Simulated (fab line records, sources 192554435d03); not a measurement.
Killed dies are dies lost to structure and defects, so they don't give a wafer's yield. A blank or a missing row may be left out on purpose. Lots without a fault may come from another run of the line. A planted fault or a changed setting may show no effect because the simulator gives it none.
Which tool did it? | flow n5_finfet | 8 lots, 24 wafers sampled, at 4 steps of a route of 1938

WHAT THE GAUGES READ, wafer by wafer
N5_FIN_SAQP_INSPECT_18: inspects for defects (brightfield).
lot  | measured    | on                | raw_defect_count
L301 | day 2 00:23 | defect_inspect-02 | 425 408 392
L302 | day 2 04:04 | defect_inspect-02 | 420 360 402
L304 | day 2 16:53 | defect_inspect-02 | 347 448 522
L309 | day 3 22:16 | defect_inspect-01 | 1249 600 455
L310 | day 4 04:37 | defect_inspect-01 | 266 320 363
L311 | day 4 09:35 | defect_inspect-01 | 463 555 331
L316 | day 5 15:31 | defect_inspect-01 | 382 410 377
L322 | day 7 04:47 | defect_inspect-02 | 365 280 245

WHICH TOOL RAN EACH LOT (tool, then ch and the chambers of the sampled wafers, then the start)
lot  | N5_FIN_SAQP_PRECLEAN_00            | N5_FIN_SAQP_PECVD_48           | N5_FIN_SAQP_HM_DEP_72
L301 | wet_bench-05 ch 0,1,2, day 1 21:04 | pecvd-01 ch 0,1,2, day 1 23:42 | pecvd-01 ch 0,1,2, day 1 23:52
L302 | wet_bench-01 ch 1,3,5, day 2 02:44 | pecvd-01 ch 1,2, day 2 03:23   | pecvd-01 ch 0,1,2, day 2 03:34
L304 | wet_bench-05 ch 1,2,3, day 2 14:43 | pecvd-03 ch 0,1, day 2 16:10   | pecvd-04 ch 0,1,2, day 2 16:22
L309 | wet_bench-05 ch 2,5,6, day 3 20:55 | pecvd-03 ch 0,1,2, day 3 21:35 | pecvd-04 ch 0,2, day 3 21:45
L310 | wet_bench-01 ch 1,2,7, day 4 03:03 | pecvd-03 ch 1,2, day 4 03:53   | pecvd-01 ch 0,1,2, day 4 04:05
L311 | wet_bench-04 ch 0,2,6, day 4 08:14 | pecvd-01 ch 0,1,2, day 4 08:55 | pecvd-04 ch 0,1, day 4 09:05
L316 | wet_bench-01 ch 1,2,7, day 5 14:14 | pecvd-01 ch 0,1,2, day 5 14:59 | pecvd-04 ch 0,1,2, day 5 15:10
L322 | wet_bench-04 ch 2,4,6, day 7 03:24 | pecvd-01 ch 0,1,2, day 7 04:05 | pecvd-03 ch 1,2, day 7 04:15
- N5_FIN_SAQP_PRECLEAN_00: cleans in SC1, time 60 s.
- N5_FIN_SAQP_PECVD_48: deposits SiNx from SiH4/NH3/N2, target thk 25 nm, time 22.1 s.
- N5_FIN_SAQP_HM_DEP_72: deposits SiO2 from SiH4/N2O, target thk 12 nm, time 7.2 s.

THE ANSWER, worked out from the rows above alone
Rule: what is usual is taken from the lots themselves. Put in order of their means at a reading, lots are off if they are a third of the lots or fewer, leave a main group of 4 or more, and stand apart from it by a gap of 3 or more times the standard deviation of the main group's means; of several such gaps the widest counts. A main group whose means are all the same, to the digits that the tables above print for the reading, isn't used. A lot without any number at a reading at which 4 lots or more have one is off too. The other lots that the step has rows for count as sound.
Off: L309, at N5_FIN_SAQP_INSPECT_18 (raw_defect_count). The main group: mean 385, standard deviation 54.
A tool fits if, at a process step before that reading, it ran every lot that is off, and no sound lot after the first of them. The gauges at N5_FIN_SAQP_INSPECT_18 are tried like those tools. One fits: wet_bench-05 at N5_FIN_SAQP_PRECLEAN_00. Its last sound lot is L304 (day 2 14:43), its first lot that is off L309 (day 3 20:55): a fault that began between those two fits.

WHAT THE SIMULATOR HAD PUT IN
Chamber particle source: wet_bench-05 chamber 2, from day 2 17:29 on, at N5_FIN_SAQP_PRECLEAN_00. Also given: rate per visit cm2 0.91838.
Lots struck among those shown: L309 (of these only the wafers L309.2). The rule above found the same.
